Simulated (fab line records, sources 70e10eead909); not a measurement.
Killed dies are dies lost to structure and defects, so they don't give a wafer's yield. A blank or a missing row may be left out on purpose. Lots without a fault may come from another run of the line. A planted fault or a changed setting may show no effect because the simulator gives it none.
Problem report in the 8D (eight disciplines) form, filled by code | flow nand_harc | the parts of the form that need people (team, actions taken, sign-off) are left out

1. THE PROBLEM
killed_at_array at NHARC_END_SORT_01 reads a mean of 99 on 6 wafers of 2 lots; wafers without a fault read 27 with a standard deviation of 11. That is +6.5 standard deviations from the usual mean.
First seen on wafer L187.2, day 22 08:10, on prober-01. The record holds 6 wafers of 2 lots with a number at this step. Rule for "out", or "out of limits": more than 4 standard deviations from the usual mean. The other wafers with a number count as sound.

2. WHAT IT IS AND WHAT IT IS NOT
question                    | is                           | is not
which readings at this step | killed_at_array, killed_dies | killed_at_other, killed_at_periphery, killed_open, killed_short
which lots                  | L187, L191                   | -
which wafers of those lots  | all that have a number       | -
read on which gauges        | prober-01, prober-02         | -
when                        | from day 22 08:10            | up to then (0 sound wafers)

3. SUSPECTS, AND WHAT RULES EACH OUT
Counting: a tool at a process step up to the reading stays a suspect if it ran every lot that is out and no sound lot after the first of them.
- the gauge at NHARC_END_SORT_01: ruled out. The wafers that are out were read on 2 gauges (prober-01, prober-02).
- rie_diel-12 at NHARC_A_STAIRCASE_ETCH_17 (etches the open film in C4F8/O2, target depth 100 nm, time 40.5 s): kept. It ran every lot that is out, first L187 (day 13 23:45), and no sound lot after that.
- pvd_sputter-03 at NHARC_THIN_TSV_PRE_CLEAN_54 (time 30 s): kept. It ran every lot that is out, first L187 (day 21 21:28), and no sound lot after that.
Left after counting: rie_diel-12 at NHARC_A_STAIRCASE_ETCH_17, pvd_sputter-03 at NHARC_THIN_TSV_PRE_CLEAN_54.

4. THE CAUSE (what the simulator had put in)
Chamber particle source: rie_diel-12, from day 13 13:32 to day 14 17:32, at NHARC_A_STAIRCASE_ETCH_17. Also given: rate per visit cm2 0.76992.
Counting left 2 suspects, and this tool is among them.

5. THE CHAIN OF EFFECTS, in route order
Each row: a reading whose mean over the struck wafers that have a number lies more than 3 standard deviations from the usual. Only readings for which the record gives a usual standard deviation are gone through. hours: the time from each lot's start at the first step in this table that gives one to its start at this step, as a median over the lots. sigmas: the change in usual standard deviations.
hours | step              | reading         | usual | on struck wafers | change | sigmas
0     | NHARC_END_SORT_01 | killed_at_array | 27    | 99               | +72    | +6.5
0     | NHARC_END_SORT_01 | killed_dies     | 31    | 103              | +72    | +6.0

6. WHAT WOULD HAVE CAUGHT IT SOONER
In this record the first reading out of limits at a measuring or inspecting step was taken at day 22 08:10, 211 hours after the fault began at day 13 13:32.
Of the tool readings at NHARC_A_STAIRCASE_ETCH_17 for which the record gives a usual standard deviation, none was out on any struck wafer, so an alarm limit of 4 standard deviations on them would not have fired.
All the lots that are out (2) had begun NHARC_A_STAIRCASE_ETCH_17 on rie_diel-12 by day 22 08:10. A hold on the tool at that time would have spared none of them.
